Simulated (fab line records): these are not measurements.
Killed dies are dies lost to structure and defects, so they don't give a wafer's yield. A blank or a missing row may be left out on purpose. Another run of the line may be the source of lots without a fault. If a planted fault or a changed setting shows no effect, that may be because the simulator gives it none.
fab line records ; flow n5_finfet
[record] lots = 6; wafers = 18; last_day = 15
route steps=1938 shown BEOL_M14@1752
lots with no fault: from the same line, run without faults
start_h: start of the lot's first displayed wafer, in hours after the record's first day ; wait_h: hours elapsed since this lot's preceding step ; " unchanged from the row above ; L1.1+2: a single row standing in for several wafers ; - either no value or no given start ; * or withheld: withheld ; < > ~ a bound
route shown NAME@n: names a module that has steps shown in the file, with the first one's number in the route ; usual: average and standard deviation across the fault-free wafers ; same: alike in all rows ; chamber/n: place in a boat ; sites: per-site readings ; _std_site: the values' standard deviation ; _edge_site: inner sites' mean taken away from outer sites' mean ; radius_mm: for every site, how far away it sits from the centre of the wafer ; mask NAME#n: copy n ; behind: the most recent tool/chamber to have shaped the wafer ; hold: why the lot went on hold/how many hours it stayed there/how the hold came to an end ; device: the transistor (n, p or np) that didn't switch ; end of line: tests of these same wafers at the route's end ; where a step has no rows: the recipe by itself ; killed: count of dies lost to structure and defects at first sort (not the wafer's yield) ; map: shows each die of a wafer: x if killed, . if not, _ if none is there
set.NAME: setting as actually run; set.NAME@STEP: the setting as run at that earlier step ; model.NAME: the simulator's own value behind a step, which no gauge read
certain route steps with their lots: each step a table, each wafer a row
services: from which hour (start_h, from the record's first day; less than 0 if before it) a tool's chamber was out of use, for how many hours, and why
[[steps]]
[step N5_BEOL_M14_STRIP_69]
[recipe] chemistry = N2/H2; temp_c = 40; n2_flow_sccm = 200; h2_flow_sccm = 200; rf_frequency_hz = 6e+07
[step N5_BEOL_M14_TRENCH_ETCH_34]
[recipe] chemistry = C4F8/O2/Ar; target = SiO2; target_depth_a = 5566.5; mask_material = SOC; he_inner_torr = 15; he_outer_torr = 30; time_s = 126.9; ion_energy_ev = 800; pressure_mtorr = 20; source_w = 1905; bias_w = 2040; Ar_flow_sccm = 400; C4F8_flow_sccm = 16; O2_flow_sccm = 12
[step N5_BEOL_M14_STRIP_70]
[recipe] chemistry = C4F8/O2/Ar; resist = SiARC; rf_frequency_hz = 6e+07
[step N5_BEOL_M14_OCD_MEAS_35]
[usual] trench_depth_nm = 563/13
lot.wafer;tool;chamber;start_h;wait_h;trench_depth_nm
L233.3;ocd-02;-;265.57;0.0;538
L233.4;ocd-02;-;265.57;0.0;576
L233.6;ocd-02;-;265.57;0.0;574
L235.2;ocd-01;-;277.52;0.0;574
L235.3;ocd-01;-;277.52;0.0;566
L235.4;ocd-01;-;277.52;0.0;574
L237.1;ocd-02;-;293.93;0.0;559
L237.2;ocd-02;-;293.93;0.0;574
L237.5;ocd-02;-;293.93;0.0;581
L236.2;ocd-02;-;294.94;0.0;569
L236.4;ocd-02;-;294.94;0.0;553
L236.5;ocd-02;-;294.94;0.0;567
L245.4;ocd-01;-;333.33;0.0;575
L245.5;ocd-01;-;333.33;0.0;567
L245.6;ocd-01;-;333.33;0.0;567
L246.2;ocd-02;-;347.54;0.0;578
L246.3;ocd-02;-;347.54;0.0;561
L246.5;ocd-02;-;347.54;0.0;566
[step N5_BEOL_M14_STRIP_37]
[recipe] chemistry = O2; power_w = 600; temp_c = 60; pressure_mtorr = 30; rf_frequency_hz = 6e+07; bias_power_w = 0; overash_fraction = 0.3; o2_flow_sccm = 225
[usual] drypump_motor_current_A = 5.6/0.45; oes_product_au = 0.79/0.078; rf_vpp_V = 3.7/0.91; showerhead_plenum_p_Torr = 2.10/0.081; throttle_valve_pct = 16.67/0.25
lot.wafer;tool;chamber;start_h;wait_h;drypump_motor_current_A;oes_product_au;rf_hours_counter_h;rf_vpp_V;showerhead_plenum_p_Torr;throttle_valve_pct
L233.3;rie_diel-06;1;265.63;0.1;5.8;0.73;172;3.3;2.01;16.76
L233.4;rie_diel-06;0;265.63;0.1;5.8;0.87;62;5.0;2.21;16.63
L233.6;rie_diel-06;0;265.63;0.1;5.8;0.87;-;3.8;2.21;16.65
L235.2;rie_diel-04;2;281.13;3.6;5.8;0.77;119;3.9;2.12;16.79
L235.3;rie_diel-04;3;281.13;3.6;5.7;0.74;193;3.9;1.99;16.91
L235.4;rie_diel-04;1;281.13;3.6;5.9;0.70;212;3.8;2.15;16.52
L237.1;rie_diel-05;1;297.51;3.6;5.2;0.88;39;3.2;2.15;16.78
L237.2;rie_diel-05;2;297.51;3.6;5.2;0.87;51;2.4;2.21;16.30
L237.5;rie_diel-05;2;297.51;3.6;5.2;0.88;-;4.3;2.21;16.26
L236.2;rie_diel-06;2;297.95;3.0;4.9;0.93;23;3.8;2.07;16.11
L236.4;rie_diel-06;1;297.95;3.0;5.8;0.73;181;3.2;2.00;16.80
L236.5;rie_diel-06;2;297.95;3.0;4.9;0.92;-;3.0;2.07;16.10
L245.4;rie_diel-04;1;334.06;0.7;5.9;0.69;230;1.9;2.15;16.53
L245.5;rie_diel-04;3;334.06;0.7;5.7;0.72;-;4.5;1.98;16.96
L245.6;rie_diel-04;2;334.06;0.7;5.8;0.73;-;3.3;2.11;16.86
L246.2;rie_diel-06;1;348.24;0.7;5.8;0.72;200;2.3;2.00;16.86
L246.3;rie_diel-06;3;348.24;0.7;6.1;0.74;182;3.4;2.20;16.97
L246.5;rie_diel-06;2;348.24;0.7;4.9;0.91;-;3.9;2.06;16.14
[step N5_BEOL_M14_ETCH_38]
[recipe] chemistry = CF4/N2; target = SiCN; target_depth_a = 1065; taper_deg = 2; time_s = 120.6; ion_energy_ev = 150; mask_material = SiO2; pressure_mtorr = 40; source_w = 430; bias_w = 70; Ar_flow_sccm = 100; cf4_flow_sccm = 60; n2_flow_sccm = 60
[usual] drypump_motor_current_A = 5.6/0.45; oes_product_au = 0.79/0.079; rf_vpp_V = 382.2/2.2; showerhead_plenum_p_Torr = 2.21/0.082; throttle_valve_pct = 15.45/0.26
lot.wafer;tool;chamber;start_h;wait_h;drypump_motor_current_A;oes_product_au;rf_hours_counter_h;rf_vpp_V;showerhead_plenum_p_Torr;throttle_valve_pct
L233.3;rie_diel-06;1;-;-;5.7;0.73;172;381.0;2.12;15.57
L233.4;rie_diel-06;0;-;-;5.8;0.87;62;385.3;2.34;15.54
L233.6;rie_diel-06;0;-;-;5.8;0.87;-;386.0;2.34;15.53
L235.2;rie_diel-04;2;-;-;5.8;0.78;119;383.4;2.22;15.55
L235.3;rie_diel-04;3;-;-;5.8;0.76;193;379.6;2.11;15.70
L235.4;rie_diel-04;1;-;-;5.9;0.72;212;385.2;2.26;15.29
L237.1;rie_diel-05;1;-;-;5.1;0.87;39;382.1;2.25;15.47
L237.2;rie_diel-05;2;-;-;5.2;0.89;51;385.1;2.32;15.10
L237.5;rie_diel-05;2;-;-;5.2;0.88;-;384.5;2.32;15.08
L236.2;rie_diel-06;2;-;-;4.9;0.94;23;382.4;2.16;14.82
L236.4;rie_diel-06;1;-;-;5.8;0.73;181;380.0;2.12;15.60
L236.5;rie_diel-06;2;-;-;5.0;0.95;-;381.2;2.16;14.82
L245.4;rie_diel-04;1;-;-;5.9;0.70;230;384.3;2.26;15.32
L245.5;rie_diel-04;3;-;-;5.7;0.73;-;379.7;2.10;15.77
L245.6;rie_diel-04;2;-;-;5.8;0.78;-;381.6;2.21;15.61
L246.2;rie_diel-06;1;-;-;5.8;0.71;200;379.9;2.11;15.64
L246.3;rie_diel-06;3;-;-;6.0;0.73;182;385.5;2.29;15.66
L246.5;rie_diel-06;2;-;-;5.0;0.91;-;380.2;2.16;14.85
[step N5_BEOL_M14_PRECLEAN_39]
[recipe] chemistry = residue_remover; time_s = 60; temp_c = 40
[step N5_BEOL_M14_SRD_40]
[recipe] time_s = 30; temp_c = 23; rinse_liquid = diw; dry = n2_spin; spin_rpm = 1500; dry_time_s = 30
[step N5_BEOL_M14_DEGAS_41]
[recipe] ambient = vacuum; temp_c = 300; time_s = 60
[usual] heater_power_w = 465/39
lot.wafer;tool;chamber;start_h;wait_h;heater_power_w
L233.3;pvd_sputter-01;-;265.89;0.0;489
L233.4;pvd_sputter-01;-;265.89;0.0;522
L233.6;pvd_sputter-01;-;265.89;0.0;391
L235.2;pvd_sputter-02;-;281.59;0.2;455
L235.3;pvd_sputter-02;-;281.59;0.2;450
L235.4;pvd_sputter-02;-;281.59;0.2;436
L237.1;pvd_sputter-02;-;297.78;0.0;520
L237.2;pvd_sputter-02;-;297.78;0.0;462
L237.5;pvd_sputter-02;-;297.78;0.0;443
L236.2;pvd_sputter-02;-;298.44;0.3;497
L236.4;pvd_sputter-02;-;298.44;0.3;456
L236.5;pvd_sputter-02;-;298.44;0.3;461
L245.4;pvd_sputter-01;-;334.58;0.3;517
L245.5;pvd_sputter-01;-;334.58;0.3;532
L245.6;pvd_sputter-01;-;334.58;0.3;396
L246.2;pvd_sputter-03;-;348.72;0.2;546
L246.3;pvd_sputter-03;-;348.72;0.2;413
L246.5;pvd_sputter-03;-;348.72;0.2;406
[step N5_BEOL_M14_PRE_CLEAN_42]
[recipe] gas = H2/He; time_s = 30; temp_c = 300
[usual] heater_power_w = 466/39
lot.wafer;tool;chamber;start_h;wait_h;heater_power_w
L233.3;pvd_sputter-01;-;265.93;0.0;477
L233.4;pvd_sputter-01;-;265.93;0.0;519
L233.6;pvd_sputter-01;-;265.93;0.0;385
L235.2;pvd_sputter-02;-;281.63;0.0;455
L235.3;pvd_sputter-02;-;281.63;0.0;443
L235.4;pvd_sputter-02;-;281.63;0.0;447
L237.1;pvd_sputter-02;-;297.82;0.0;509
L237.2;pvd_sputter-02;-;297.82;0.0;453
L237.5;pvd_sputter-02;-;297.82;0.0;432
L236.2;pvd_sputter-02;-;298.48;0.0;517
L236.4;pvd_sputter-02;-;298.48;0.0;453
L236.5;pvd_sputter-02;-;298.48;0.0;456
L245.4;pvd_sputter-01;-;334.62;0.0;515
L245.5;pvd_sputter-01;-;334.62;0.0;540
L245.6;pvd_sputter-01;-;334.62;0.0;394
L246.2;pvd_sputter-03;-;348.76;0.0;534
L246.3;pvd_sputter-03;-;348.76;0.0;412
L246.5;pvd_sputter-03;-;348.76;0.0;408
[step N5_BEOL_M14_SPUTTER_43]
[recipe] material = TaN; target_thk_a = 150; temp_c = 50; bias_v = 168.6; power_w = 15000; chamber_pressure_pa = 0.12; time_s = 24.19
[usual] cathode_dc_power_W = 15000/2.8; throttle_valve_pct = 30.0/1.1
lot.wafer;tool;chamber;start_h;wait_h;cathode_dc_power_W;throttle_valve_pct
L233.3;pvd_sputter-01;-;265.97;0.0;14997;31.1
L233.4;pvd_sputter-01;-;265.97;0.0;15001;30.8
L233.6;pvd_sputter-01;-;265.97;0.0;15002;31.3
L235.2;pvd_sputter-02;-;281.67;0.0;15004;28.7
L235.3;pvd_sputter-02;-;281.67;0.0;15001;29.0
L235.4;pvd_sputter-02;-;281.67;0.0;14994;29.3
L237.1;pvd_sputter-02;-;297.86;0.0;15003;29.5
L237.2;pvd_sputter-02;-;297.86;0.0;15001;28.9
L237.5;pvd_sputter-02;-;297.86;0.0;15000;29.4
L236.2;pvd_sputter-02;-;298.52;0.0;15004;29.7
L236.4;pvd_sputter-02;-;298.52;0.0;15001;28.8
L236.5;pvd_sputter-02;-;298.52;0.0;14998;29.1
L245.4;pvd_sputter-01;-;334.66;0.0;15000;31.4
L245.5;pvd_sputter-01;-;334.66;0.0;14997;31.4
L245.6;pvd_sputter-01;-;334.66;0.0;14994;31.5
L246.2;pvd_sputter-03;-;348.80;0.0;14998;32.8
L246.3;pvd_sputter-03;-;348.80;0.0;15002;29.5
L246.5;pvd_sputter-03;-;348.80;0.0;15000;29.6
[step N5_BEOL_M14_SPUTTER_44]
[recipe] material = Ta; target_thk_a = 150; temp_c = 50; bias_v = 80; power_w = 15000; chamber_pressure_pa = 0.07; time_s = 24.19
[step N5_BEOL_M14_SPUTTER_45]
[recipe] material = Cu; target_thk_a = 1000; temp_c = -20; bias_v = 60; power_w = 26000; chamber_pressure_pa = 0.13; time_s = 16.67
[usual] cathode_dc_power_W = 26000/4.9; throttle_valve_pct = 30.0/1.1
lot.wafer;tool;chamber;start_h;wait_h;cathode_dc_power_W;throttle_valve_pct
L233.3;pvd_sputter-01;-;266.13;0.0;25994;31.2
L233.4;pvd_sputter-01;-;266.13;0.0;26004;31.2
L233.6;pvd_sputter-01;-;266.13;0.0;26012;31.3
L235.2;pvd_sputter-02;-;281.83;0.0;26006;28.5
L235.3;pvd_sputter-02;-;281.83;0.0;26004;28.9
L235.4;pvd_sputter-02;-;281.83;0.0;25996;29.4
L237.1;pvd_sputter-02;-;298.02;0.0;23739;29.6
L237.2;pvd_sputter-02;-;298.02;0.0;23734;28.7
L237.5;pvd_sputter-02;-;298.02;0.0;23752;29.3
L236.2;pvd_sputter-02;-;298.68;0.0;23751;29.4
L236.4;pvd_sputter-02;-;298.68;0.0;23737;29.0
L236.5;pvd_sputter-02;-;298.68;0.0;23732;29.1
L245.4;pvd_sputter-01;-;334.82;0.0;25995;31.1
L245.5;pvd_sputter-01;-;334.82;0.0;25996;31.3
L245.6;pvd_sputter-01;-;334.82;0.0;25999;31.6
L246.2;pvd_sputter-03;-;348.96;0.0;26006;32.6
L246.3;pvd_sputter-03;-;348.96;0.0;26004;29.3
L246.5;pvd_sputter-03;-;348.96;0.0;26003;29.5
[step N5_BEOL_M14_ECD_47]
[recipe] material = Cu; target_thk_a = 12480
[[services]]
tool;chamber;start_h;hours;kind
rie_diel-04;-;246.59;4.3;pm
rie_diel-04;3;270.27;1.4;repair
rie_diel-05;1;276.52;6.8;repair
pvd_sputter-03;-;294.50;0.8;repair
rie_diel-05;2;314.84;9.9;repair
[[key]]
[first_sign] step = N5_BEOL_M14_SPUTTER_45; reading = cathode_dc_power_W; direction = down; sigmas = 99+; usual = *; struck = *
effect none on later readings
met_at N5_BEOL_M14_SPUTTER_45
struck_wafers L236.2,L236.4,L236.5,L237.1,L237.2,L237.5
rows_end L236.2,L236.4,L236.5
onset_between 281.83 298.02
[fault] kind = process_parameter_drift; tool = pvd_sputter-02; chamber = -; onset_h = 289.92; steps = N5_BEOL_M14_SPUTTER_45; channel = power_w; offset = *; shape = step; acts_in = *; stated = *
// rows_end: these wafers met a further fault down the route, and their rows from its step on are left out
